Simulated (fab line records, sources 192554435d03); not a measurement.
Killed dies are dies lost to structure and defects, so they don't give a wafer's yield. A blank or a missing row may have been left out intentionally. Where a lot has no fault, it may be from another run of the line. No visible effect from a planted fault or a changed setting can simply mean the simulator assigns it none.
Split-lot experiment | flow n5-finfet | 21 wafers read across 7 lots, on a route 1938 steps long

SPLIT DETAILS
At N5_BEOL_M1_COAT_68 (time 60 s, resist thk 12 nm), the setting spin-rpm was moved away from the recipe's 1500 rpm on 3 of the 21 wafers read, by -7.8% to -3.0%. The other wafers ran this setting at the recipe's value.

FROM THE SPLIT TO THE READING: what the file shows between them, 4 steps
- N5_BEOL_M1_COAT_76: time 60 s, resist thk 5 nm
- N5_BEOL_M1_COAT_22: resist thk 30 nm
- N5_BEOL_M1_DESCUM_33: chemistry O2, time 7 s
- N5_BEOL_M1_ETCH_77: etches underlayer in N2/H2, target depth 6.5 nm, time 5.2 s

THE READING
etch.depth-nm (the simulator's own value, which no gauge read), in nm, at N5_BEOL_M1_ETCH_69 (etches SiARC in CF4, target depth 15.6 nm, time 26 s). The file gives no usual value for it. Here, 18 wafers ran the recipe; their average is 11.99 nm with a standard deviation of 0.041 nm.

wafer  | tool, chamber at the split | spin-rpm as run, rpm | against the recipe | etch.depth-nm, nm | against lot-mates on the recipe
L079.1 | litho-track-02, 0          | 1500                 | recipe             | 11.95             | -
L079.4 | litho-track-02, 0          | 1500                 | recipe             | 11.97             | -
L079.6 | litho-track-02, 0          | 1500                 | recipe             | 11.98             | -
L080.1 | litho-track-05, 0          | 1500                 | recipe             | 11.96             | -
L080.5 | litho-track-05, 0          | 1500                 | recipe             | 11.99             | -
L080.6 | litho-track-05, 0          | 1500                 | recipe             | 11.99             | -
L082.1 | litho-track-05, 0          | 1455                 | -3.0%              | 12.25             | +0.18
L082.2 | litho-track-05, 0          | 1500                 | recipe             | 12.08             | -
L082.6 | litho-track-05, 0          | 1500                 | recipe             | 12.06             | -
L084.2 | litho-track-05, 0          | 1500                 | recipe             | 11.99             | -
L084.3 | litho-track-05, 0          | 1500                 | recipe             | 12.01             | -
L084.4 | litho-track-05, 0          | 1383                 | -7.8%              | 12.54             | +0.54
L087.1 | litho-track-01, 0          | 1500                 | recipe             | 11.93             | -
L087.4 | litho-track-01, 0          | 1405                 | -6.3%              | 12.37             | +0.40
L087.6 | litho-track-01, 0          | 1500                 | recipe             | 12.01             | -
L089.3 | litho-track-02, 0          | 1500                 | recipe             | 12                | -
L089.4 | litho-track-02, 0          | 1500                 | recipe             | 11.98             | -
L089.5 | litho-track-02, 0          | 1500                 | recipe             | 12.04             | -
L095.1 | litho-track-05, 0          | 1500                 | recipe             | 11.92             | -
L095.3 | litho-track-05, 0          | 1500                 | recipe             | 11.96             | -
L095.6 | litho-track-05, 0          | 1500                 | recipe             | 11.96             | -

THE FIT
A straight line over all 21 wafers: etch.depth-nm changes by -0.0681 nm for each +1% of spin-rpm; r = -0.96; the points scatter about the line by 0.043 nm.
The same after taking each lot's own level away (the mean of its wafers on the recipe; 21 wafers): -0.0664 nm for each +1%; r = -0.99; scatter 0.022 nm.
According to that fit, moving spin-rpm by its largest amount changes the reading by 0.52 nm.
Across the lots, their own levels run from 11.947 to 12.070 nm, a range of 3.0 times the standard deviation given above.
Hence the lot-to-lot level has little effect on the slope; both slopes agree.
Check: +0.488 nm against its lot-mates is what the line predicts for one of the wafers moved furthest among these (-7.8%) when that wafer is left out of the fit. It came out at +0.54 nm against them.

THE WHOLE CHAIN: every reading that the file lists as answering this split, in the file's order
step               | what it does                                         | reading                                                                          | change (the file's fit)                | r (the file's)
N5_BEOL_M1_COAT_68 | time 60 s, resist thk 12 nm                          | SiARC_of_BEOL_M1_COAT_68.thk-nm (the simulator's own value, which no gauge read) | -0.0711 nm for each +1% of the setting | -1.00
N5_BEOL_M1_ETCH_69 | etches SiARC in CF4, target depth 15.6 nm, time 26 s | etch.depth-nm (the simulator's own value, which no gauge read)                   | -0.0664 nm for each +1% of the setting | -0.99

FILE'S OWN FIT
etch.depth-nm changes by -0.0664 nm for each +1% of spin-rpm, r = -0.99.
